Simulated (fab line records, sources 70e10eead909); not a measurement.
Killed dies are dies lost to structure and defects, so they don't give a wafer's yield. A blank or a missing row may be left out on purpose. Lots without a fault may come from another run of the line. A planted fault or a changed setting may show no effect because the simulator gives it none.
Which tool did it? | flow nand_harc | 11 lots, 32 wafers sampled, at 6 steps of a route of 1159

WHAT THE GAUGES READ, wafer by wafer
NHARC_A_BLC_CD_MEAS_10: target cd 100 nm. Usual: cd_nm 100.4 nm, standard deviation 0.59.
lot  | measured     | on        | cd_nm (nm)        | flag
L603 | day 17 14:37 | cd_sem-02 | 100.1 99.6 100.6  |
L604 | day 17 16:37 | cd_sem-01 | 100.6 101.1 100.9 |
L608 | day 18 02:17 | cd_sem-02 | 101.1 99.8 101.2  |
L605 | day 18 02:20 | cd_sem-01 | 100.0 101.1 100.5 |
L614 | day 20 03:35 | cd_sem-03 | 100.3 110.8       | OFF
L618 | day 21 01:05 | cd_sem-03 | 100.5 99.9 100.1  |
L619 | day 21 14:16 | cd_sem-03 | 100.8 100.1 101.2 |
L621 | day 22 01:12 | cd_sem-01 | 99.7 99.5 100.5   |
L620 | day 22 03:44 | cd_sem-03 | 100.0 100.6 100.0 |
L624 | day 22 22:52 | cd_sem-03 | 100.7 101.5 101.4 |
L626 | day 23 07:28 | cd_sem-03 | 100.9 100.9 100.2 |

NHARC_END_SORT_01. Usual: killed_at_array 29, standard deviation 10; killed_at_other 0.7, standard deviation 1.1; killed_at_periphery 3.2, standard deviation 2.2; killed_dies 33, standard deviation 11; killed_open 3.5, standard deviation 1.8; killed_short 2.0, standard deviation 1.4.
lot  | measured     | on        | killed_at_array | killed_at_other | killed_at_periphery | killed_dies | killed_open | killed_short | flag
L614 | day 22 12:19 | prober-02 | 45              | 1               | 8                   | 54          | 5           | 3            |

WHICH TOOL RAN EACH LOT (tool, then ch and the chambers of the sampled wafers, then the start)
lot  | NHARC_A_BLC_PEB_08                | NHARC_A_BLC_ETCH_16                | NHARC_A_BLC_STRIP_29               | NHARC_A_BLC_STRIP_21
L603 | litho_track-06 ch 0, day 17 14:32 | rie_diel-02 ch 0,1,3, day 17 14:53 | rie_diel-08 ch 0,2,3, day 17 15:51 | rie_diel-08 ch 0,1,3, day 17 16:04
L604 | litho_track-04 ch 0, day 17 16:31 | rie_diel-09 ch 0,1,3, day 17 16:53 | rie_diel-09 ch 0,3, day 17 18:01   | rie_diel-09 ch 0,1,3, day 17 18:08
L608 | litho_track-04 ch 0, day 18 02:13 | rie_diel-09 ch 0,1,3, day 18 02:35 | rie_diel-09 ch 0,3, day 18 03:42   | rie_diel-09 ch 0,3, day 18 03:50
L605 | litho_track-01 ch 0, day 18 02:16 | rie_diel-02 ch 0,1, day 18 02:37   | rie_diel-02 ch 0,1,3, day 18 03:36 | rie_diel-02 ch 0,1, day 18 03:40
L614 | litho_track-04 ch 0, day 20 03:31 | rie_diel-02 ch 1,2, day 20 03:52   | rie_diel-02 ch 2,3, day 20 04:55   | rie_diel-02 ch 0,1, day 20 05:00
L618 | litho_track-06 ch 0, day 21 01:00 | rie_diel-02 ch 1,2,3, day 21 01:32 | rie_diel-09 ch 0,1,3, day 21 02:31 | rie_diel-09 ch 0,3, day 21 02:37
L619 | litho_track-06 ch 0, day 21 14:11 | rie_diel-02 ch 1,2,3, day 21 14:34 | rie_diel-09 ch 0,1,3, day 21 15:32 | rie_diel-09 ch 0,1,3, day 21 15:40
L621 | litho_track-06 ch 0, day 22 01:07 | rie_diel-08 ch 1,2,3, day 22 01:29 | rie_diel-09 ch 0,1, day 22 02:26   | rie_diel-09 ch 0,3, day 22 02:32
L620 | litho_track-06 ch 0, day 22 03:40 | rie_diel-08 ch 1,2,3, day 22 04:03 | rie_diel-09 ch 0,1,2, day 22 05:04 | rie_diel-09 ch 1,2,3, day 22 05:10
L624 | litho_track-06 ch 0, day 22 22:47 | rie_diel-02 ch 1,3, day 22 23:09   | rie_diel-02 ch 1,2, day 23 00:17   | rie_diel-02 ch 1,3, day 23 00:25
L626 | litho_track-06 ch 0, day 23 07:23 | rie_diel-02 ch 0,2,3, day 23 07:44 | rie_diel-02 ch 0,2,3, day 23 08:41 | rie_diel-02 ch 0,1,3, day 23 08:48
- NHARC_A_BLC_PEB_08: peb time 65 s.
- NHARC_A_BLC_ETCH_16: etches the open film in CF4, target depth 39 nm, time 65 s.
- NHARC_A_BLC_STRIP_29: strips in CF4.
- NHARC_A_BLC_STRIP_21: strips in O2.

WHAT THE TOOLS THEMSELVES READ (means of the sampled wafers that have a number; where no wafer has one, the mark that the record gives instead)
NHARC_A_BLC_ETCH_16. Usual: bias_w 100.0 W, standard deviation 0.32; drypump_motor_current_A 5.7 A, standard deviation 0.44; oes_product_au 0.997 a.u., standard deviation 0.01; rf_fwd_power_W 296.9 W, standard deviation 1.3; rf_vpp_V 151.4 V, standard deviation 1; showerhead_plenum_p_Torr 1.77 Torr, standard deviation 0.067; throttle_valve_pct 13.286 %, standard deviation 0.0093.
lot  | tool        | bias_w (W) | drypump_motor_current_A (A) | oes_product_au (a.u.) | rf_fwd_power_W (W) | rf_vpp_V (V) | showerhead_plenum_p_Torr (Torr) | throttle_valve_pct (%) | flag
L603 | rie_diel-02 | 100.2      | 5.4                         | 0.989                 | 297.2              | 152.0        | 1.74                            | 13.283                 |
L604 | rie_diel-09 | 100.0      | 6.1                         | 0.987                 | 297.9              | 152.1        | 1.81                            | 13.281                 |
L608 | rie_diel-09 | 99.8       | 6.1                         | 1.001                 | 297.0              | 151.7        | 1.81                            | 13.283                 |
L605 | rie_diel-02 | 99.8       | 5.2                         | 0.992                 | 296.4              | 151.4        | 1.78                            | 13.285                 |
L614 | rie_diel-02 | 100.3      | 5.1                         | 1.003                 | 295.3              | 151.9        | 1.75                            | 13.290                 |
L618 | rie_diel-02 | 99.8       | 5.3                         | 0.992                 | 297.0              | 151.1        | 1.71                            | 13.277                 |
L619 | rie_diel-02 | 100.3      | 5.2                         | 0.986                 | 296.4              | 149.8        | 1.71                            | 13.278                 |
L621 | rie_diel-08 | 99.8       | 5.7                         | 0.993                 | 297.0              | 151.3        | 1.77                            | 13.283                 |
L620 | rie_diel-08 | 100.0      | 5.7                         | 0.995                 | 296.7              | 151.5        | 1.77                            | 13.293                 |
L624 | rie_diel-02 | 99.9       | 5.2                         | 0.993                 | 296.2              | 151.2        | 1.72                            | 13.292                 |
L626 | rie_diel-02 | 100.0      | 5.4                         | 1.021                 | 297.8              | 151.5        | 1.74                            | 13.282                 |

NHARC_A_BLC_STRIP_29. Usual: drypump_motor_current_A 5.8 A, standard deviation 0.45; oes_product_au 0.998 a.u., standard deviation 0.0084; rf_vpp_V 59.3 V, standard deviation 0.89; showerhead_plenum_p_Torr 1.77 Torr, standard deviation 0.06; throttle_valve_pct 13.284 %, standard deviation 0.0082.
lot  | tool        | drypump_motor_current_A (A) | oes_product_au (a.u.) | rf_vpp_V (V) | showerhead_plenum_p_Torr (Torr) | throttle_valve_pct (%) | flag
L603 | rie_diel-08 | 5.8                         | 0.997                 | 58.5         | 1.67                            | 13.279                 |
L604 | rie_diel-09 | 5.9                         | 0.992                 | 60.3         | 1.83                            | 13.289                 |
L608 | rie_diel-09 | 5.9                         | 0.988                 | 59.1         | 1.82                            | 13.281                 |
L605 | rie_diel-02 | 5.4                         | 0.992                 | 60.0         | 1.74                            | 13.279                 |
L614 | rie_diel-02 | 5.4                         | 0.996                 | 59.2         | 1.69                            | 13.288                 |
L618 | rie_diel-09 | 6.1                         | 0.994                 | 59.4         | 1.80                            | 13.285                 |
L619 | rie_diel-09 | 6.1                         | 1.006                 | 59.5         | 1.80                            | 13.284                 |
L621 | rie_diel-09 | 6.1                         | 1.004                 | 58.7         | 1.78                            | 13.286                 |
L620 | rie_diel-09 | 6.2                         | 1.005                 | 59.0         | 1.79                            | 13.286                 |
L624 | rie_diel-02 | 5.2                         | 1.004                 | 59.7         | 1.74                            | 13.286                 |
L626 | rie_diel-02 | 5.5                         | 1.007                 | 59.2         | 1.74                            | 13.283                 |

NHARC_A_BLC_STRIP_21. Usual: drypump_motor_current_A 5.8 A, standard deviation 0.43; oes_product_au 0.998 a.u., standard deviation 0.0089; rf_vpp_V 57.9 V, standard deviation 0.82; showerhead_plenum_p_Torr 3.53 Torr, standard deviation 0.13; throttle_valve_pct 17.037 %, standard deviation 0.0092.
lot  | tool        | drypump_motor_current_A (A) | oes_product_au (a.u.) | rf_vpp_V (V) | showerhead_plenum_p_Torr (Torr) | throttle_valve_pct (%) | flag
L603 | rie_diel-08 | 5.6                         | 0.992                 | 58.1         | 3.36                            | 17.040                 |
L604 | rie_diel-09 | 6.1                         | 0.990                 | 58.1         | 3.60                            | 17.037                 |
L608 | rie_diel-09 | 6.0                         | 0.996                 | 57.7         | 3.59                            | 17.036                 |
L605 | rie_diel-02 | 5.4                         | 0.989                 | 58.3         | 3.60                            | 17.048                 |
L614 | rie_diel-02 | 5.3                         | 0.988                 | 57.7         | 3.57                            | 17.034                 |
L618 | rie_diel-09 | 6.0                         | 0.999                 | 57.8         | 3.63                            | 17.041                 |
L619 | rie_diel-09 | 6.1                         | 1.004                 | 58.1         | 3.60                            | 17.043                 |
L621 | rie_diel-09 | 5.9                         | 0.999                 | 58.1         | 3.63                            | 17.035                 |
L620 | rie_diel-09 | 6.2                         | 0.999                 | 58.2         | 3.62                            | 17.030                 |
L624 | rie_diel-02 | 5.4                         | 1.004                 | 57.9         | 3.35                            | 17.050                 |
L626 | rie_diel-02 | 5.4                         | 1.004                 | 57.0         | 3.47                            | 17.045                 |

THE ANSWER, worked out from the rows above alone
Rule: a lot is off if the mean of its wafers that have a number lies more than 3 standard deviations from the usual mean. A lot without any number at a reading at which 4 lots or more have one is off too. The other lots that the step has rows for count as sound. The gauges are gone through in route order, then the tools' own readings, and for those a lot's mean is taken as printed above. The first step at which some lot is off is used, and at that step the reading that is off furthest; a lot without a number counts as furthest.
Off: L614, at NHARC_A_BLC_CD_MEAS_10 (cd_nm).
A tool fits if, at a process step before that reading, it ran every lot that is off, and no sound lot after the first of them. The gauges at NHARC_A_BLC_CD_MEAS_10 are tried like those tools. One fits: litho_track-04 at NHARC_A_BLC_PEB_08. Its last sound lot is L608 (day 18 02:13), its first lot that is off L614 (day 20 03:31): a fault that began between those two fits.

WHAT THE SIMULATOR HAD PUT IN
Process parameter drift: litho_track-04, from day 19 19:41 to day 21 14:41, at NHARC_A_BLC_PEB_08. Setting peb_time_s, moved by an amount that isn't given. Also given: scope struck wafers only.
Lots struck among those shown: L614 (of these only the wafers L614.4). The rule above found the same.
